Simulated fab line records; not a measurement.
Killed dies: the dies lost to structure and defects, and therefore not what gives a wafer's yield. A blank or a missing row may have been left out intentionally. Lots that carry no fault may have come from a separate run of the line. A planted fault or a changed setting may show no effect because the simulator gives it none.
A struck lot beside a sound one ; flow n5 finfet ; 36 steps out of a route of 1938
Sound: wafers L510.1, L510.2, L510.4. Struck: wafer L531.5 (L531.2, L531.6, from the same lot, were not struck and are left out); the cause is given at the end.
Each step with rows lists, per side, the tool, then ch with its chambers, then its first start. Under that, the readings that differ: sound wafers ; struck wafers ; difference of the means ; sigmas: that difference in standard deviations of wafers without a fault.
alike: words and numbers the same on both sides, and readings whose means are apart by under 2 such deviations; not compared: readings that were withheld, readings missing a value for some wafer, numbers with overlapping values and no deviation given by the record, and bounds like >300 which may hide the same value.
The two part at a step that has a row with sigmas, a row that says differs or no value, or rows on one side only. When numbers do not overlap yet have no deviation, they are printed without sigmas and do not part them. Lack of a reading on every wafer of one side parts them only where that side has two or more wafers.

first, 9 steps without rows for these wafers: N5_SD_EPI_N_DEVELOP_08 (develop time 30 s); N5_SD_EPI_N_DESCUM_14 (chemistry O2, time 7.9 s); N5_SD_EPI_N_ETCH_34 (etches SiARC in CF4, target depth 45.5 nm, time 75.8 s); N5_SD_EPI_N_ETCH_35 (etches SOC in N2/H2, overetch 108 nm, time 486 s); N5_SD_EPI_N_STRIP_36 (strips in N2/H2); N5_SD_EPI_N_ETCHBACK_44 (etches SiNx in CH3F/O2, stops on SiO2, target depth 14.5 nm); N5_SD_EPI_N_ETCH_45 (etches SiOCN in CH3F/O2, target depth 6 nm); N5_SD_EPI_N_ETCH_16 (etches SiO2 in CHF3/O2, target depth 5 nm); N5_SD_EPI_N_STRIP_47 (strips in CHF3/O2).
N5_SD_EPI_N_SD_RECESS_17: chemistry HBr/Cl2/O2, target depth 41 nm, time 23.7 s, bt time 3 s.
  sound on rie si-05 ch 0,1,3, day 3 07:31; struck on rie si-05 ch 3, day 8 14:36
reading;sound;struck;difference;sigmas
model.SD_EPI_N.feature depth nm (nm);42.2 42 42;29.8;-12.3;
model.Si_of_WELL_APT_EPI_41.thk nm (nm);7 6.4 7.4;20.2;+13.3;
model.etch.depth nm (nm);42.27 42.1 41.98;29.78;-12.34;
  alike: drypump motor current A, oes product au, throttle valve pct
  not compared: rf hours counter h
then, 2 steps without rows for these wafers: N5_SD_EPI_N_STRIP_38 (strips in N2/H2); N5_SD_EPI_N_WET_ETCH_43 (etches SiO2 in dHF, time 14 s, target depth 1.5 nm).
N5_SD_EPI_N_STRIP_18: strips in SPM, time 750 s.
  sound on wet bench-01 ch 3,4,5, day 3 07:42; struck on wet bench-04 ch 5, day 8 14:47
reading;sound;struck;difference;sigmas
model.Si_of_WELL_APT_EPI_41.thk nm (nm);6.6 6.2 7;19.8;+13.2;
then, 21 steps without rows for these wafers: N5_SD_EPI_N_SRD_20 (time 30 s); N5_SD_EPI_N_PRECLEAN_48 (cleans in NF3:NH3, afs cycles 2, time 20 s, sublimation time 60 s); N5_SD_EPI_N_VAPOR_ETCH_50 (etches Si in HCl, time 54 s); N5_SD_EPI_N_EPI_21 (deposits Si:P, time 690 s); N5_SD_EPI_N_PRECLEAN_24 (cleans in O3/DIW, time 60 s); N5_SD_EPI_N_SRD_25 (time 30 s); N5_SD_EPI_N_PRECLEAN_49 (cleans in NF3:NH3, afs cycles 1, time 20 s, sublimation time 60 s); N5_SD_EPI_N_LINER_46 (material SiNx, target thk 3 nm); N5_SD_EPI_P_COAT_34 (time 60 s, resist thk 350 nm); N5_SD_EPI_P_COAT_35 (time 60 s, resist thk 35 nm); N5_SD_EPI_P_COAT_03 (resist thk 150 nm); N5_SD_EPI_P_EBR_05; N5_SD_EPI_P_SOFTBAKE_04 (time 60 s); N5_SD_EPI_P_EXPOSE_06 (exposes mask SD P BLK, target cd 240 nm); N5_SD_EPI_P_PEB_07 (peb time 60 s); N5_SD_EPI_P_DEVELOP_08 (develop time 30 s); N5_SD_EPI_P_DESCUM_14 (chemistry O2, time 7.9 s); N5_SD_EPI_P_ETCH_36 (etches SiARC in CF4, target depth 45.5 nm, time 75.8 s); N5_SD_EPI_P_ETCH_37 (etches SOC in N2/H2, overetch 108 nm, time 486 s); N5_SD_EPI_P_STRIP_38 (strips in N2/H2); N5_SD_EPI_P_ETCHBACK_46 (etches SiNx in CH3F/O2, stops on SiO2, target depth 17.5 nm).
-- the record jumps here: 5 days lie between the struck wafers' starts before and after (it left off in module SD_EPI_P and takes up again in module BEOL_M4, whose first step shown is number 1111 of the route) --
N5_BEOL_M4_RC_MEAS_101:
  sound on prober-02 ch 0, day 8 20:35; struck on prober-01 ch 0, day 13 14:17
reading;sound;struck;difference;sigmas
CJ_N;4.54 4.50 4.53;2.68;-1.84;-18
ION_N (uA/um);654 661 660;600;-58;-5
REXT_N (ohm.um);76.5 75.7 76.7;82.9;+6.6;+4
SS_P (mV/dec);71.9 72.4 72.5;73.7;+1.4;+2
  alike: DIBL_N, DIBL_P, IOFF_N, IOFF_N_LONG, IOFF_P, ION_P, SS_N, VT_N, VT_P
-- record jumps: 4 days separate the struck wafers' starts on either side; left off in module BEOL_M4, taken up again in module PASSIVATION, whose first shown step is the route's number 1936 --
N5_PASSIVATION_PROBE_49:
  sound: prober-02 at day 13 04:01; struck: prober-02 at day 17 23:34
reading;sound;struck;difference;sigmas
sort_bin_8_speed (%);0 0 0;91.44;+91.44;+99 or more
sort n pass;1091 1103 1099;1;-1097;-58
sort yield pct (%);92.5 93.5 93.1;0.1;-92.9;-58
  alike: defect limited yield, killed_at_M0_to_M3, killed_at_M4_up, killed at contacts, killed at front end, killed at other, killed dies, killed open, killed short, sort_bin_5_function, sort_bin_6_memory

WHERE THEY PART
At N5_BEOL_M4_RC_MEAS_101 first; at N5_PASSIVATION_PROBE_49 last (within this record only).

WHY: the cause the simulator had injected
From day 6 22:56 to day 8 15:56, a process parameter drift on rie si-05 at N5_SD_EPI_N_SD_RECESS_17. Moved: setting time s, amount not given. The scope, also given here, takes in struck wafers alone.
